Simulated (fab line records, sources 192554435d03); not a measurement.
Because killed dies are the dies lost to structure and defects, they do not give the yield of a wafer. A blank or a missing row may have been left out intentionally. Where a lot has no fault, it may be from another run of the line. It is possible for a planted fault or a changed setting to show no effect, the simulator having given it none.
Chamber matching    flow n5-finfet    4 sister chambers for N5_BEOL_M15_DESCUM_15 on rie-diel-03
The step chemistry O2, time 7.9 s. 8 wafers are shown with their chamber, then 7 later ones without.

## WAFERS WITH THEIR CHAMBER
wafer   chamber  showerhead-plenum-p-Torr (Torr)  drypump-motor-current-A (A)
L078.3  0        2.18                             6.0
L081.1  1        2.21                             5.0
L081.3  2        2.04                             5.2
L081.6  1        2.21                             5.1
L083.4  0        2.17                             6.0
L083.5  3        2.24                             6.5
L089.1  2        2.03                             5.3
L089.2  3        2.23                             6.5

## WAFERS WITHOUT THEIR CHAMBER
wafer   showerhead-plenum-p-Torr (Torr)  drypump-motor-current-A (A)
L089.3  2.20                             5.0
L092.1  2.03                             5.2
L092.2  2.17                             5.9
L092.4  2.17                             5.9
L095.2  2.03                             5.3
L095.5  2.23                             6.5
L095.6  2.03                             5.3

## THE CHAMBER EACH PASSED THROUGH
wafer   from the rows above  in truth
L089.3  1                    1
L092.1  2                    2
L092.2  0                    0
L092.4  0                    0
L095.2  2                    2
L095.5  3                    3
L095.6  2                    2
Placed correctly: 7 of 7. Number that these rows cannot place: 0. Placed wrongly: 0.
How it was worked out, from the rows above alone: a wafer's distance from a chamber is the root of the sum, over the readings, of the square of ((its reading less the chamber's mean) divided by the reading's scatter). If the next closest chamber is less than 2 further off than the closest, the wafer can't be placed; otherwise it belongs to the closest. Each chamber's mean is taken over the wafers shown for it. The scatter: the root of (the sum of the squares of (reading less its chamber's mean) over the shown wafers, divided by (wafers less chambers)).
